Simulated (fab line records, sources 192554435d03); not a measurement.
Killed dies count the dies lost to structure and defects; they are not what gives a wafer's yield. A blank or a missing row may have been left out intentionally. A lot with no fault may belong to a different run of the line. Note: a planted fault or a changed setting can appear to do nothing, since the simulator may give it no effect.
Which tool is to blame?    flow n5_finfet    Sampling: 13 lots, 39 wafers, 4 of 1938 route steps

== WHAT THE GAUGES SHOWED, per wafer ==
N5_MOL_CONTACT_COAG_INSPECT_57: inspects for defects (brightfield).
lot   measured      on                 raw_defect_count
L551  day 5 09:34   defect_inspect-02  217 195 281
L554  day 6 02:24   defect_inspect-01  157 160 283
L555  day 6 05:49   defect_inspect-01  116 268 183
L559  day 7 07:05   defect_inspect-01  171 133 143
L560  day 7 15:27   defect_inspect-02  214 236 277
L561  day 8 00:49   defect_inspect-01  217 251 267
L562  day 8 08:12   defect_inspect-02  417 249 254
L564  day 8 18:16   defect_inspect-01  192 250 213
L566  day 9 01:30   defect_inspect-02  325 243 219
L567  day 9 12:49   defect_inspect-01  193 285 215
L568  day 9 13:29   defect_inspect-01  247 181 217
L569  day 9 18:08   defect_inspect-02  105 132 100
L571  day 10 12:38  defect_inspect-02  255 202 190

== WHAT TOOL EACH LOT RAN ON (gives the tool, then ch and the chambers of the sampled wafers, and finally the start) ==
lot   N5_MOL_CONTACT_COAG_ETCH_110        N5_MOL_CONTACT_COAG_PRE_CLEAN_141  N5_MOL_CONTACT_COAG_COAT_76
L551  rie_diel-05 ch 0,1, day 4 23:43     pvd_sputter-01, day 5 02:40        litho_track-03 ch 0, day 5 09:10
L554  rie_diel-02 ch 1,2,3, day 5 18:11   pvd_sputter-02, day 5 19:36        litho_track-04 ch 0, day 6 02:02
L555  rie_diel-02 ch 1,2, day 5 20:52     pvd_sputter-03, day 5 22:56        litho_track-04 ch 0, day 6 05:28
L559  rie_diel-05 ch 1,2,3, day 6 21:37   pvd_sputter-01, day 6 23:46        litho_track-04 ch 0, day 7 06:35
L560  rie_diel-05 ch 1,2, day 7 04:15     pvd_sputter-03, day 7 07:34        litho_track-04 ch 0, day 7 14:58
L561  rie_diel-04 ch 1,2, day 7 13:32     pvd_sputter-02, day 7 17:12        litho_track-04 ch 0, day 8 00:26
L562  rie_diel-02 ch 1,2,3, day 7 23:08   pvd_sputter-03, day 8 01:16        litho_track-04 ch 0, day 8 07:43
L564  rie_diel-04 ch 1,2,3, day 8 08:28   pvd_sputter-01, day 8 11:44        litho_track-05 ch 0, day 8 17:46
L566  rie_diel-02 ch 0,2,3, day 8 14:56   pvd_sputter-02, day 8 16:44        litho_track-05 ch 0, day 9 01:01
L567  rie_diel-02 ch 0,1,3, day 9 03:11   pvd_sputter-03, day 9 05:38        litho_track-03 ch 0, day 9 12:27
L568  rie_diel-05 ch 0,1,3, day 9 03:40   pvd_sputter-03, day 9 05:59        litho_track-05 ch 0, day 9 13:05
L569  rie_diel-02 ch 1,3, day 9 09:33     pvd_sputter-02, day 9 10:58        litho_track-05 ch 0, day 9 17:46
L571  rie_diel-04 ch 0,1,3, day 10 03:19  pvd_sputter-02, day 10 05:38       litho_track-03 ch 0, day 10 12:09
- N5_MOL_CONTACT_COAG_ETCH_110: etches Si in CF4/O2, target depth 2.5 nm, time 8 s.
- N5_MOL_CONTACT_COAG_PRE_CLEAN_141: time 60 s.
- N5_MOL_CONTACT_COAG_COAT_76: time 60 s, resist thk 10 nm.

== AS READ BY THE TOOLS THEMSELVES (means over the sampled wafers that have a number; for cases with no such wafer, the mark the record gives instead) ==
N5_MOL_CONTACT_COAG_ETCH_110.
lot   tool         chamber_pressure_mTorr (mTorr)  drypump_motor_current_A (A)  oes_product_au (a.u.)  rf_vpp_V (V)  showerhead_plenum_p_Torr (Torr)  throttle_valve_pct (%)
L551  rie_diel-05  100.07                          5.9                          0.69                   130.0         2.18                             11.06
L554  rie_diel-02  100.06                          5.7                          0.78                   130.0         2.29                             10.79
L555  rie_diel-02  100.02                          6.2                          0.83                   129.4         2.34                             10.67
L559  rie_diel-05  100.03                          6.0                          0.73                   128.7         2.22                             10.87
L560  rie_diel-05  100.07                          5.8                          0.72                   128.5         2.24                             10.82
L561  rie_diel-04  100.04                          5.6                          0.72                   127.8         2.25                             11.05
L562  rie_diel-02  100.10                          5.7                          0.76                   128.8         2.28                             10.84
L564  rie_diel-04  99.95                           5.7                          0.71                   126.7         2.24                             11.05
L566  rie_diel-02  99.96                           5.7                          0.74                   130.2         2.22                             10.82
L567  rie_diel-02  100.10                          5.5                          0.70                   128.5         2.20                             10.96
L568  rie_diel-05  99.95                           6.1                          0.69                   130.2         2.18                             11.06
L569  rie_diel-02  100.02                          5.2                          0.71                   129.9         2.23                             10.98
L571  rie_diel-04  100.02                          5.5                          0.71                   126.6         2.25                             11.02

N5_MOL_CONTACT_COAG_PRE_CLEAN_141.
lot   tool            heater_power_w (W)
L551  pvd_sputter-01  449
L554  pvd_sputter-02  459
L555  pvd_sputter-03  464
L559  pvd_sputter-01  457
L560  pvd_sputter-03  479
L561  pvd_sputter-02  515
L562  pvd_sputter-03  462
L564  pvd_sputter-01  455
L566  pvd_sputter-02  455
L567  pvd_sputter-03  452
L568  pvd_sputter-03  484
L569  pvd_sputter-02  481
L571  pvd_sputter-02  498

N5_MOL_CONTACT_COAG_COAT_76.
lot   tool            spin_speed_rpm (rpm)
L551  litho_track-03  1500.9
L554  litho_track-04  1500.4
L555  litho_track-04  1499.7
L559  litho_track-04  1350.8
L560  litho_track-04  1351.2
L561  litho_track-04  1349.7
L562  litho_track-04  1351.2
L564  litho_track-05  1500.2
L566  litho_track-05  1499.9
L567  litho_track-03  1499.7
L568  litho_track-05  1499.9
L569  litho_track-05  1500.3
L571  litho_track-03  1500.1

== THE ANSWER, worked out from the rows above alone ==
Rule: the lots themselves supply what counts as usual. Put in order of their means at a reading, lots are off if they are a third of the lots or fewer, leave a main group of 4 or more, and stand apart from it by a gap of 3 or more times the standard deviation of the main group's means; of several such gaps the widest counts. A main group is skipped when, at the precision printed for the reading in the tables above, its means are all equal. A lot without any number at a reading at which 4 lots or more have one is off too. All remaining lots with rows at the step are treated as sound. First the gauges in route order, then the tools' own readings, where a lot's mean is used as printed above. At the first step where some lot is off, the reading lying furthest off is the one used; lots without a number count as furthest.
Off: L559, L560, L561, L562, at N5_MOL_CONTACT_COAG_COAT_76 (spin_speed_rpm). The main group has a mean of 1500.1 rpm with a standard deviation of 0.36.
A tool fits if, at that step or a process step before it, it ran every lot that is off, and no sound lot after the first of them. One candidate fits, namely litho_track-04 at N5_MOL_CONTACT_COAG_COAT_76. A fault onset in the window from L555 (day 6 05:28, its last sound lot) to L559 (day 7 06:35, its first lot off) fits.
The tool's own readings at N5_MOL_CONTACT_COAG_COAT_76 bear it out: on the lots that are off they differ by more than 5 times the standard deviation of the sound lots' means. spin_speed_rpm reads 1350.7 rpm there against 1500.1 rpm on the sound lots.

== WHAT THE SIMULATOR PUT IN ==
Process parameter drift: litho_track-04, from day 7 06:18 on, at N5_MOL_CONTACT_COAG_COAT_76. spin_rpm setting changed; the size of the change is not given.
Struck lots among those shown: L559, L560, L561, L562. This agrees with what the rule above found.
